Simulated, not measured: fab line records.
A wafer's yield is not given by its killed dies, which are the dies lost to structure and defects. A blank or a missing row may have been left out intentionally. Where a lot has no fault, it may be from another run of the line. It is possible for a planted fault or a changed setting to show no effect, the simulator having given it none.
Split-lot trial || flow n5-finfet || 7 lots, 21 wafers read, on a route of 1938 steps

ABOUT THE SPLIT
At N5_SD_EPI_P_EPI_21 (deposits SiGe:B, time 355 s), the setting temp-c was moved away from the recipe's 550 C on 3 of the 21 wafers read, by -0.4% to +0.4%. All remaining wafers had this setting at the recipe value.

FROM THE SPLIT TO THE READING: what the file shows between them, 7 steps
- N5_SD_EPI_P_HM_STRIP_48: strips SiNx in H3PO4, material SiNx, target depth 3 nm
- N5_SD_EPI_P_SRD_49: time 30 s
- N5_SD_EPI_P_PRECLEAN_24: cleans in O3/DIW, time 45 s
- N5_SD_EPI_P_PRECLEAN_32: cleans in dHF, time 10 s
- N5_SD_EPI_P_PRECLEAN_33: cleans in SC2, time 45 s
- N5_SD_ACTIVATION_RTA_00: time 0 s
- N5_SD_ACTIVATION_LSA_01: time 0.0008 s

THE READING
At N5_SD_ACTIVATION_RS_MEAS_03, a four-point-probe measurement gives RS_SD_P in ohm/sq. On this fab line, fault-free wafers typically give 56.5 ohm/sq with a standard deviation of 0.82 ohm/sq.

{"wafer": "L080.1", "tool, chamber at the split": "epi-rpcvd-04, 0", "temp-c as run, C": 550, "against the recipe": "recipe", "RS_SD_P, ohm/sq": 56.8, "against lot-mates on the recipe": "-"}
{"wafer": "L080.3", "tool, chamber at the split": "epi-rpcvd-04, 0", "temp-c as run, C": 550, "against the recipe": "recipe", "RS_SD_P, ohm/sq": 56.9, "against lot-mates on the recipe": "-"}
{"wafer": "L080.6", "tool, chamber at the split": "epi-rpcvd-04, 0", "temp-c as run, C": 550, "against the recipe": "recipe", "RS_SD_P, ohm/sq": 56.8, "against lot-mates on the recipe": "-"}
{"wafer": "L081.1", "tool, chamber at the split": "epi-rpcvd-04, 0", "temp-c as run, C": 552.1, "against the recipe": "+0.4%", "RS_SD_P, ohm/sq": 53.4, "against lot-mates on the recipe": -3.0}
{"wafer": "L081.4", "tool, chamber at the split": "epi-rpcvd-04, 0", "temp-c as run, C": 550, "against the recipe": "recipe", "RS_SD_P, ohm/sq": 56.4, "against lot-mates on the recipe": "-"}
{"wafer": "L081.6", "tool, chamber at the split": "epi-rpcvd-04, 0", "temp-c as run, C": 552.1, "against the recipe": "+0.4%", "RS_SD_P, ohm/sq": 53.8, "against lot-mates on the recipe": -2.6}
{"wafer": "L082.2", "tool, chamber at the split": "epi-rpcvd-01, 0", "temp-c as run, C": 550, "against the recipe": "recipe", "RS_SD_P, ohm/sq": 56.5, "against lot-mates on the recipe": "-"}
{"wafer": "L082.4", "tool, chamber at the split": "epi-rpcvd-01, 0", "temp-c as run, C": 550, "against the recipe": "recipe", "RS_SD_P, ohm/sq": 56.8, "against lot-mates on the recipe": "-"}
{"wafer": "L082.5", "tool, chamber at the split": "epi-rpcvd-01, 0", "temp-c as run, C": 550, "against the recipe": "recipe", "RS_SD_P, ohm/sq": 57.4, "against lot-mates on the recipe": "-"}
{"wafer": "L083.4", "tool, chamber at the split": "epi-rpcvd-02, 0", "temp-c as run, C": 550, "against the recipe": "recipe", "RS_SD_P, ohm/sq": 55.7, "against lot-mates on the recipe": "-"}
{"wafer": "L083.5", "tool, chamber at the split": "epi-rpcvd-02, 0", "temp-c as run, C": 550, "against the recipe": "recipe", "RS_SD_P, ohm/sq": 57.6, "against lot-mates on the recipe": "-"}
{"wafer": "L083.6", "tool, chamber at the split": "epi-rpcvd-02, 0", "temp-c as run, C": 550, "against the recipe": "recipe", "RS_SD_P, ohm/sq": 56.3, "against lot-mates on the recipe": "-"}
{"wafer": "L089.2", "tool, chamber at the split": "epi-rpcvd-01, 0", "temp-c as run, C": 550, "against the recipe": "recipe", "RS_SD_P, ohm/sq": 57.1, "against lot-mates on the recipe": "-"}
{"wafer": "L089.3", "tool, chamber at the split": "epi-rpcvd-01, 0", "temp-c as run, C": 550, "against the recipe": "recipe", "RS_SD_P, ohm/sq": 56.6, "against lot-mates on the recipe": "-"}
{"wafer": "L089.4", "tool, chamber at the split": "epi-rpcvd-01, 0", "temp-c as run, C": 547.7, "against the recipe": "-0.4%", "RS_SD_P, ohm/sq": 60.0, "against lot-mates on the recipe": "+3.1"}
{"wafer": "L093.1", "tool, chamber at the split": "epi-rpcvd-04, 0", "temp-c as run, C": 550, "against the recipe": "recipe", "RS_SD_P, ohm/sq": 56.1, "against lot-mates on the recipe": "-"}
{"wafer": "L093.4", "tool, chamber at the split": "epi-rpcvd-04, 0", "temp-c as run, C": 550, "against the recipe": "recipe", "RS_SD_P, ohm/sq": 55.5, "against lot-mates on the recipe": "-"}
{"wafer": "L093.5", "tool, chamber at the split": "epi-rpcvd-04, 0", "temp-c as run, C": 550, "against the recipe": "recipe", "RS_SD_P, ohm/sq": 55.9, "against lot-mates on the recipe": "-"}
{"wafer": "L094.2", "tool, chamber at the split": "epi-rpcvd-01, 0", "temp-c as run, C": 550, "against the recipe": "recipe", "RS_SD_P, ohm/sq": 56.0, "against lot-mates on the recipe": "-"}
{"wafer": "L094.3", "tool, chamber at the split": "epi-rpcvd-01, 0", "temp-c as run, C": 550, "against the recipe": "recipe", "RS_SD_P, ohm/sq": 56.1, "against lot-mates on the recipe": "-"}
{"wafer": "L094.6", "tool, chamber at the split": "epi-rpcvd-01, 0", "temp-c as run, C": 550, "against the recipe": "recipe", "RS_SD_P, ohm/sq": 55.7, "against lot-mates on the recipe": "-"}

FIT RESULTS
A straight line over all 21 wafers: RS_SD_P changes by -7.87 ohm/sq for each +1% of temp-c; r = -0.91; the points scatter about the line by 0.57 ohm/sq.
The same after taking each lot's own level away (the mean of its wafers on the recipe; 21 wafers): -7.41 ohm/sq for each +1%; r = -0.95; scatter 0.38 ohm/sq.
Per that fit: largest temp-c move, reading shift of 3.1 ohm/sq.
Across the lots, their own levels run from 55.83 to 56.90 ohm/sq, a range of 1.3 times the standard deviation given above.
The two slopes agree, so the slope changes little with the lot-to-lot level.
Check: +3.07 ohm/sq against its lot-mates is what the line predicts for one of the wafers moved furthest among these (-0.4%) when that wafer is left out of the fit. Against them it came out at +3.15 ohm/sq.

THE OTHER SPLITS THESE WAFERS WENT THROUGH
Other splits were also applied to these wafers ahead of the reading. Each is held against what the fit with the lots' levels taken away leaves over:
{"other split on the same wafers": "N5_SD_EPI_N_PEB_07 peb-temp-c", "wafers away from the commonest value": 8, "r with RS_SD_P (lot level and that fit taken away)": "+0.08"}

THE WHOLE CHAIN: every reading that the file lists as answering this split, in the file's order
{"step": "N5_SD_EPI_P_EPI_21", "what it does": "deposits SiGe:B, time 355 s", "reading": "SiGe-B_of_SD_EPI_P_EPI_21.thk-nm (the simulator's own value, which no gauge read)", "change (the file's fit)": "+7.48 nm for each +1% of the setting", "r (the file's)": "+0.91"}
{"step": "N5_SD_EPI_P_HM_STRIP_48", "what it does": "strips SiNx in H3PO4, material SiNx, target depth 3 nm", "reading": "SiGe-B_of_SD_EPI_P_EPI_21.thk-nm (the simulator's own value, which no gauge read)", "change (the file's fit)": "+7.1 nm for each +1% of the setting", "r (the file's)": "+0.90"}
{"step": "N5_SD_EPI_P_PRECLEAN_24", "what it does": "cleans in O3/DIW, time 45 s", "reading": "SiGe-B_of_SD_EPI_P_EPI_21.thk-nm (the simulator's own value, which no gauge read)", "change (the file's fit)": "+7.37 nm for each +1% of the setting", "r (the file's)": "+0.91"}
{"step": "N5_SD_ACTIVATION_RS_MEAS_03", "what it does": "measures by four-point-probe", "reading": "RS_SD_P", "change (the file's fit)": "-7.45 for each +1% of the setting", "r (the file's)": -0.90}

THE FILE'S OWN FIT
RS_SD_P changes by -7.45 ohm/sq for each +1% of temp-c, r = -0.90.
